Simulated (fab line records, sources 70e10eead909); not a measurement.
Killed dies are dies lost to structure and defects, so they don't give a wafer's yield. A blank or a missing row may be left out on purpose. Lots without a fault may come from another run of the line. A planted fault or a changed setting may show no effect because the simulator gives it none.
Which tool did it? | flow nand_harc | 24 lots, 72 wafers sampled, at 4 steps of a route of 1159

WHAT THE GAUGES READ, wafer by wafer
NHARC_P_M1_CD_MEAS_09: target cd 130 nm.
lot  | measured     | on        | cd_nm (nm)
L075 | day 8 11:08  | cd_sem-02 | 130.0 130.1 129.4
L077 | day 8 11:42  | cd_sem-03 | 130.1 130.0 130.6
L076 | day 8 12:38  | cd_sem-02 | 131.2 130.9 130.5
L074 | day 8 15:15  | cd_sem-03 | 128.2 129.6 128.6
L078 | day 8 15:59  | cd_sem-02 | 129.4 130.5 130.6
L081 | day 9 00:49  | cd_sem-03 | 129.9 129.6 128.6
L080 | day 9 02:49  | cd_sem-01 | 129.7 131.4 131.1
L079 | day 9 03:11  | cd_sem-03 | 128.9 130.2 130.0
L082 | day 9 07:25  | cd_sem-03 | 128.3 128.9 129.0
L083 | day 9 08:47  | cd_sem-01 | 129.8 130.2 129.9
L084 | day 9 11:27  | cd_sem-01 | 130.0 129.5 129.0
L086 | day 9 13:33  | cd_sem-02 | 130.2 130.0 131.5
L085 | day 9 14:49  | cd_sem-02 | 131.0 130.8 131.1
L087 | day 9 15:05  | cd_sem-02 | 129.9 129.6 130.2
L088 | day 9 22:14  | cd_sem-03 | 129.1 130.4 129.3
L089 | day 10 01:56 | cd_sem-02 | 130.9 131.0 131.8
L090 | day 10 02:16 | cd_sem-03 | 129.9 129.3 129.4
L092 | day 10 05:23 | cd_sem-01 | 130.2 130.3 129.4
L091 | day 10 06:05 | cd_sem-03 | 131.4 131.3 130.8
L093 | day 10 14:54 | cd_sem-01 | 129.8 129.9 128.8
L094 | day 10 19:59 | cd_sem-02 | 130.7 130.7 130.9
L095 | day 10 20:38 | cd_sem-02 | 130.0 130.4 130.2
L097 | day 11 11:04 | cd_sem-01 | 130.4 130.7 130.1
L096 | day 11 11:43 | cd_sem-03 | 128.8 129.6 129.4

NHARC_P_M1_INSPECT_27.
lot  | measured     | on                | raw_defect_count
L075 | day 8 14:22  | defect_inspect-02 | 408 409 412
L077 | day 8 15:00  | defect_inspect-01 | 315 213 286
L076 | day 8 16:07  | defect_inspect-01 | 198 123 179
L074 | day 8 18:01  | defect_inspect-01 | 206 463 268
L078 | day 8 18:55  | defect_inspect-02 | 266 367 266
L081 | day 9 03:46  | defect_inspect-01 | 387 218 240
L080 | day 9 05:35  | defect_inspect-01 | 374 190 304
L079 | day 9 06:10  | defect_inspect-01 | 223 391 260
L082 | day 9 10:17  | defect_inspect-01 | 327 269 433
L083 | day 9 11:43  | defect_inspect-02 | 371 378 784
L084 | day 9 14:29  | defect_inspect-02 | 421 306 263
L086 | day 9 16:19  | defect_inspect-01 | 213 275 290
L085 | day 9 17:34  | defect_inspect-01 | 284 320 350
L087 | day 9 17:52  | defect_inspect-01 | 511 273 232
L088 | day 10 01:17 | defect_inspect-02 | 214 249 202
L089 | day 10 04:48 | defect_inspect-02 | 253 210 236
L090 | day 10 05:08 | defect_inspect-02 | 234 164 216
L092 | day 10 08:19 | defect_inspect-02 | 282 355 364
L091 | day 10 09:08 | defect_inspect-02 | 234 330 316
L093 | day 10 17:41 | defect_inspect-02 | 469 240 183
L094 | day 10 22:45 | defect_inspect-02 | 309 218 284
L095 | day 10 23:41 | defect_inspect-01 | 323 227 626
L097 | day 11 14:21 | defect_inspect-01 | 355 376 162
L096 | day 11 14:28 | defect_inspect-02 | 474 384 426

WHICH TOOL RAN EACH LOT (tool, then ch and the chambers of the sampled wafers, then the start)
lot  | NHARC_P_M1_DESCUM_14               | NHARC_P_M1_ETCH_28
L075 | rie_diel-02 ch 1,2,3, day 8 11:19  | rie_diel-13 ch 1,3, day 8 14:22 or earlier
L077 | rie_diel-02 ch 1,2, day 8 11:54    | rie_diel-13 ch 0,1,3, day 8 15:00 or earlier
L076 | rie_diel-13 ch 0,1, day 8 12:50    | rie_diel-13 ch 0,2,3, day 8 16:07 or earlier
L074 | rie_diel-02 ch 0,2,3, day 8 15:27  | rie_diel-13 ch 1,2, day 8 18:01 or earlier
L078 | rie_diel-13 ch 0,2,3, day 8 16:11  | rie_diel-02 ch 2,3, day 8 18:55 or earlier
L081 | rie_diel-13 ch 1,2, day 9 01:00    | rie_diel-02 ch 1,2, day 9 03:46 or earlier
L080 | rie_diel-10 ch 1,2,3, day 9 03:02  | rie_diel-02 ch 0,1, day 9 05:35 or earlier
L079 | rie_diel-10 ch 1,2,3, day 9 03:22  | rie_diel-10 ch 0,3, day 9 06:10 or earlier
L082 | rie_diel-02 ch 1,3, day 9 07:37    | rie_diel-13 ch 2,3, day 9 10:17 or earlier
L083 | rie_diel-10 ch 1,2,3, day 9 08:59  | rie_diel-02 ch 0,2,3, day 9 11:43 or earlier
L084 | rie_diel-13 ch 1,2, day 9 11:38    | rie_diel-02 ch 1,3, day 9 14:29 or earlier
L086 | rie_diel-02 ch 0,1, day 9 13:44    | rie_diel-13 ch 0,3, day 9 16:19 or earlier
L085 | rie_diel-13 ch 0,2,3, day 9 15:00  | rie_diel-13 ch 0,1,2, day 9 17:34 or earlier
L087 | rie_diel-02 ch 0,2, day 9 15:17    | rie_diel-02 ch 0,1,3, day 9 17:52 or earlier
L088 | rie_diel-13 ch 0,1,2, day 9 22:26  | rie_diel-02 ch 0,1,3, day 10 01:17 or earlier
L089 | rie_diel-02 ch 0,2, day 10 02:08   | rie_diel-02 ch 0,3, day 10 04:48 or earlier
L090 | rie_diel-13 ch 0,1,3, day 10 02:29 | rie_diel-13 ch 0,1,2, day 10 05:08 or earlier
L092 | rie_diel-10 ch 0,2, day 10 05:35   | rie_diel-13 ch 1,2, day 10 08:19 or earlier
L091 | rie_diel-02 ch 0,1, day 10 06:16   | rie_diel-10 ch 0,1,3, day 10 09:08 or earlier
L093 | rie_diel-02 ch 1,2, day 10 15:05   | rie_diel-13 ch 2,3, day 10 17:41 or earlier
L094 | rie_diel-02 ch 0,1,2, day 10 20:11 | rie_diel-13 ch 0,1,2, day 10 22:45 or earlier
L095 | rie_diel-10 ch 0,2,3, day 10 20:50 | rie_diel-02 ch 0,1,2, day 10 23:41 or earlier
L097 | rie_diel-02 ch 0,1,3, day 11 11:16 | rie_diel-13 ch 2,3, day 11 14:21 or earlier
L096 | rie_diel-02 ch 1,2, day 11 11:54   | rie_diel-10 ch 0,2, day 11 14:28 or earlier
- NHARC_P_M1_DESCUM_14: chemistry O2, time 3 s.
- NHARC_P_M1_ETCH_28: etches the open film in CF4/N2, target depth 30 nm, time 72.99 s.

WHAT THE TOOLS THEMSELVES READ (means of the sampled wafers that have a number; where no wafer has one, the mark that the record gives instead)
NHARC_P_M1_DESCUM_14.
lot  | tool        | drypump_motor_current_A (A) | oes_product_au (a.u.) | rf_vpp_V (V) | showerhead_plenum_p_Torr (Torr) | throttle_valve_pct (%)
L075 | rie_diel-02 | 5.3                         | 0.993                 | 58.1         | 1.88                            | 11.318
L077 | rie_diel-02 | 5.8                         | 0.993                 | 56.9         | 1.94                            | 11.311
L076 | rie_diel-13 | 5.9                         | 0.998                 | 57.7         | 1.80                            | 11.318
L074 | rie_diel-02 | 5.2                         | 0.993                 | 58.2         | 1.91                            | 11.306
L078 | rie_diel-13 | 6.2                         | 0.990                 | 57.2         | 1.88                            | 11.308
L081 | rie_diel-13 | 5.3                         | 0.996                 | 57.6         | 1.89                            | 11.313
L080 | rie_diel-10 | 5.3                         | 0.989                 | 58.2         | 1.93                            | 11.302
L079 | rie_diel-10 | 5.3                         | 0.988                 | 58.5         | 1.93                            | 11.316
L082 | rie_diel-02 | 5.5                         | 1.001                 | 57.6         | 1.87                            | 11.306
L083 | rie_diel-10 | 5.2                         | 0.982                 | 57.3         | 1.93                            | 11.303
L084 | rie_diel-13 | 5.5                         | 0.990                 | 57.4         | 1.97                            | 11.314
L086 | rie_diel-02 | 6.1                         | 0.999                 | 58.1         | 2.00                            | 11.314
L085 | rie_diel-13 | 6.2                         | 0.997                 | 58.5         | 1.88                            | 11.310
L087 | rie_diel-02 | 5.1                         | 0.990                 | 57.4         | 1.92                            | 11.314
L088 | rie_diel-13 | 5.7                         | 0.986                 | 58.2         | 1.88                            | 11.315
L089 | rie_diel-02 | 5.1                         | 0.994                 | 58.1         | 1.91                            | 11.315
L090 | rie_diel-13 | 5.9                         | 1.004                 | 58.2         | 1.80                            | 11.316
L092 | rie_diel-10 | 5.8                         | 1.004                 | 56.7         | 1.96                            | 11.311
L091 | rie_diel-02 | 5.9                         | 0.999                 | 58.7         | 2.03                            | 11.326
L093 | rie_diel-02 | 5.3                         | 0.989                 | 58.2         | 1.89                            | 11.311
L094 | rie_diel-02 | 5.5                         | 0.993                 | 58.0         | 1.96                            | 11.309
L095 | rie_diel-10 | 5.5                         | 0.986                 | 57.0         | 1.92                            | 11.303
L097 | rie_diel-02 | 5.6                         | 1.002                 | 59.0         | 1.95                            | 11.311
L096 | rie_diel-02 | 5.7                         | 0.998                 | 58.6         | 1.94                            | 11.316

NHARC_P_M1_ETCH_28.
lot  | tool        | drypump_motor_current_A (A) | oes_product_au (a.u.) | rf_vpp_V (V) | showerhead_plenum_p_Torr (Torr) | throttle_valve_pct (%)
L075 | rie_diel-13 | 5.5                         | 0.998                 | 312.1        | 2.48                            | 19.786
L077 | rie_diel-13 | 6.0                         | 0.994                 | 311.7        | 2.48                            | 19.793
L076 | rie_diel-13 | 6.2                         | 1.001                 | 313.9        | 2.58                            | 19.793
L074 | rie_diel-13 | 5.5                         | 0.994                 | 315.5        | 2.70                            | 19.792
L078 | rie_diel-02 | 4.9                         | 1.007                 | 313.0        | 2.53                            | 19.800
L081 | rie_diel-02 | 5.7                         | 1.000                 | 315.2        | 2.65                            | 19.798
L080 | rie_diel-02 | 5.9                         | 1.004                 | 316.3        | 2.77                            | 19.789
L079 | rie_diel-10 | 5.2                         | 0.998                 | 312.8        | 2.52                            | 19.800
L082 | rie_diel-13 | 6.0                         | 0.989                 | 315.0        | 2.69                            | 19.793
L083 | rie_diel-02 | 5.2                         | 1.004                 | 315.2        | 2.62                            | 19.800
L084 | rie_diel-02 | 5.5                         | 1.006                 | 314.0        | 2.58                            | 19.796
L086 | rie_diel-13 | 6.4                         | 0.996                 | 312.0        | 2.47                            | 19.798
L085 | rie_diel-13 | 5.7                         | 1.001                 | 313.8        | 2.59                            | 19.789
L087 | rie_diel-02 | 5.6                         | 0.996                 | 315.6        | 2.67                            | 19.797
L088 | rie_diel-02 | 5.7                         | 0.999                 | 315.1        | 2.67                            | 19.795
L089 | rie_diel-02 | 5.2                         | 1.013                 | 313.5        | 2.61                            | 19.789
L090 | rie_diel-13 | 5.6                         | 0.996                 | 312.6        | 2.59                            | 19.800
L092 | rie_diel-13 | 5.5                         | 0.998                 | 315.9        | 2.70                            | 19.795
L091 | rie_diel-10 | 5.3                         | 0.995                 | 313.2        | 2.61                            | 19.800
L093 | rie_diel-13 | 6.2                         | 0.997                 | 312.6        | 2.58                            | 19.795
L094 | rie_diel-13 | 5.7                         | 1.001                 | 314.0        | 2.59                            | 19.808
L095 | rie_diel-02 | 5.6                         | 0.994                 | 314.6        | 2.68                            | 19.789
L097 | rie_diel-13 | 6.2                         | 0.990                 | 313.0        | 2.57                            | 19.793
L096 | rie_diel-10 | 5.8                         | 0.991                 | 316.0        | 2.74                            | 19.796

THE ANSWER, worked out from the rows above alone
Rule: what is usual is taken from the lots themselves. Put in order of their means at a reading, lots are off if they are a third of the lots or fewer, leave a main group of 4 or more, and stand apart from it by a gap of 3 or more times the standard deviation of the main group's means; of several such gaps the widest counts. A main group whose means are all the same, to the digits that the tables above print for the reading, isn't used. A lot without any number at a reading at which 4 lots or more have one is off too. The other lots that the step has rows for count as sound. The gauges are gone through in route order, then the tools' own readings, and for those a lot's mean is taken as printed above. The first step at which some lot is off is used, and at that step the reading that is off furthest; a lot without a number counts as furthest.
No lot is off at any reading shown: from this, nothing can be told.

WHAT THE SIMULATOR HAD PUT IN
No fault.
